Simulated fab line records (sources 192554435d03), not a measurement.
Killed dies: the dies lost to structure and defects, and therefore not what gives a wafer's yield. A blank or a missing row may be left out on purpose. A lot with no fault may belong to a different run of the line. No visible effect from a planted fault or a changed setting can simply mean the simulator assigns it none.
Chamber matching / flow n5_finfet / N5_MOL_CONTACT_COAG_ETCHBACK_135 on rie_diel-02 has 4 sister chambers
The step etches SiO2 in CHF3, target depth 25 nm, time 16.7 s. 4 wafers are shown with their chamber, then 12 later ones without.

## WAFERS, EACH WITH ITS CHAMBER
wafer=L088.5; chamber=1; drypump_motor_current_A (A)=5.6
wafer=L092.1; chamber=2; drypump_motor_current_A (A)=5.7
wafer=L093.4; chamber=3; drypump_motor_current_A (A)=4.8
wafer=L093.6; chamber=0; drypump_motor_current_A (A)=5.8

## WAFERS WHOSE CHAMBER IS MISSING
wafer=L094.1; drypump_motor_current_A (A)=4.8
wafer=L094.2; drypump_motor_current_A (A)=5.8
wafer=L094.6; drypump_motor_current_A (A)=4.8
wafer=L096.1; drypump_motor_current_A (A)=5.6
wafer=L096.2; drypump_motor_current_A (A)=4.7
wafer=L096.3; drypump_motor_current_A (A)=5.7
wafer=L096.4; drypump_motor_current_A (A)=5.8
wafer=L096.5; drypump_motor_current_A (A)=5.8
wafer=L096.6; drypump_motor_current_A (A)=4.7
wafer=L097.1; drypump_motor_current_A (A)=5.7
wafer=L097.3; drypump_motor_current_A (A)=4.8
wafer=L097.5; drypump_motor_current_A (A)=5.8

## WHICH CHAMBER EACH WENT THROUGH
wafer=L094.1; from the rows above=3; in truth=3
wafer=L094.2; from the rows above=0; in truth=0
wafer=L094.6; from the rows above=3; in truth=3
wafer=L096.1; from the rows above=1; in truth=1
wafer=L096.2; from the rows above=3; in truth=3
wafer=L096.3; from the rows above=2; in truth=2
wafer=L096.4; from the rows above=0; in truth=0
wafer=L096.5; from the rows above=0; in truth=0
wafer=L096.6; from the rows above=3; in truth=3
wafer=L097.1; from the rows above=2; in truth=2
wafer=L097.3; from the rows above=3; in truth=3
wafer=L097.5; from the rows above=0; in truth=0
Correctly placed: 12 of 12. Not placeable from these rows: 0. 0 placed wrongly.
How it was worked out, from the rows above alone: a wafer's distance from a chamber is the root of the sum, over the readings, of the square of ((its reading less the chamber's mean) divided by the reading's scatter). If the next closest chamber is less than 2 further off than the closest, the wafer can't be placed; otherwise it belongs to the closest. A chamber's mean is the mean of its shown wafers. The scatter: with one shown wafer a chamber, the root of the mean of the squares of how far each hidden wafer lies from its nearest shown one.
